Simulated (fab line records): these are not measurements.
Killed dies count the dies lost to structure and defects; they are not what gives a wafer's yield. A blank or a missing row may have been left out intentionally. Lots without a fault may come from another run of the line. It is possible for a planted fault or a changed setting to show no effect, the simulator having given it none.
Chamber matching | flow n5Finfet | cvdCo-02 running N5_BEOL_M4_PRE_CLEAN_60: 3 sister chambers
The step time 15 s. 3 wafers are shown with their chamber, then 8 later ones without.

## WAFERS PAIRED WITH THEIR CHAMBERS
wafer  | chamber | heaterPowerW (W)
L080.4 | 0       | 57
L088.5 | 1       | 83
L093.1 | 2       | 106

## WAFERS WITHOUT THEIR CHAMBER
wafer  | heaterPowerW (W)
L093.5 | 101
L093.6 | 56
L092.2 | 58
L092.4 | 107
L092.6 | 105
L094.2 | 56
L094.3 | 84
L094.5 | 57

## EACH ONE'S CHAMBER
wafer  | from the rows above | in truth
L093.5 | 2                   | 2
L093.6 | 0                   | 0
L092.2 | 0                   | 0
L092.4 | 2                   | 2
L092.6 | 2                   | 2
L094.2 | 0                   | 0
L094.3 | 1                   | 1
L094.5 | 0                   | 0
Correctly placed: 8 of 8. Left unplaced by these rows: 0. Placed wrongly: 0.
How it was worked out, from the rows above alone: a wafer's distance from a chamber is the root of the sum, over the readings, of the square of ((its reading less the chamber's mean) divided by the reading's scatter). If the next closest chamber is less than 2 further off than the closest, the wafer can't be placed; otherwise it belongs to the closest. The mean given for a chamber averages the wafers shown for that chamber. The scatter (one wafer shown for each chamber): square how far every hidden wafer sits from the nearest shown wafer, average those squares and take the square root.
